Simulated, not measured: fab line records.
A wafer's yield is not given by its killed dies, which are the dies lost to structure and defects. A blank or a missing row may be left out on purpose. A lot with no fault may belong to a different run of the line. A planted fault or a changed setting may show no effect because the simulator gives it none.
Chamber matching ; flow nand-harc ; NHARC_A_STAIRCASE_DEP_471 on pecvd-02: 3 sister chambers
The step deposits SiO2, target thk 100 nm. 20 wafers are shown with their chamber, then 10 later ones without.

## WAFERS PAIRED WITH THEIR CHAMBERS
wafer;chamber;throttle-valve-pct (%);heater-power-w (W)
L075.2;1;15.9;636
L075.5;2;15.1;500
L075.6;1;16.0;645
L076.2;1;16.0;675
L076.5;1;15.9;638
L076.6;2;15.1;520
L086.1;1;16.1;604
L086.3;2;15.4;584
L086.4;2;15.3;596
L087.1;0;16.2;688
L087.4;2;15.3;600
L087.6;1;16.5;586
L088.1;1;16.0;607
L088.2;2;14.9;603
L088.5;1;16.4;631
L089.1;1;16.1;606
L089.3;2;15.3;555
L089.6;2;15.3;569
L090.2;2;15.0;572
L090.3;1;16.0;580

SIGNATURES (means of the wafers above)
reading;chamber 0;chamber 1;chamber 2;scatter within a chamber
throttle-valve-pct;16.200;16.090;15.189;0.188
heater-power-w;688.00;620.80;566.56;32.6
Rule: distance of a wafer from a chamber = root of the sum over the readings of ((wafer's reading minus chamber's mean) / reading's scatter) squared. If the next closest chamber is less than 2 further off than the closest, the wafer can't be placed; otherwise it belongs to the closest. How the scatter is found: for the shown wafers, subtract from each reading the mean of its chamber, square and add these, divide the total by (wafers less chambers), then take the root.

## WAFERS WHOSE CHAMBER IS MISSING
wafer;throttle-valve-pct (%);heater-power-w (W)
L090.6;14.9;562
L092.4;16.0;616
L092.5;15.9;649
L092.6;14.9;592
L093.2;16.0;610
L093.3;15.1;580
L093.6;15.0;585
L094.1;16.1;575
L094.3;16.1;614
L094.4;16.0;621

## WHICH CHAMBER EACH WENT THROUGH
wafer;from the rows above;in truth
L090.6;2;2
L092.4;can't be placed: 1 or 0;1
L092.5;can't be placed: 1 or 0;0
L092.6;2;2
L093.2;1;1
L093.3;2;2
L093.6;2;2
L094.1;1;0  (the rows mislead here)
L094.3;1;1
L094.4;can't be placed: 1 or 0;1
6 of 10 placed correctly. Cannot be placed on the basis of these rows: 3; the candidates contain the true chamber in 3. Placed wrongly: 1.
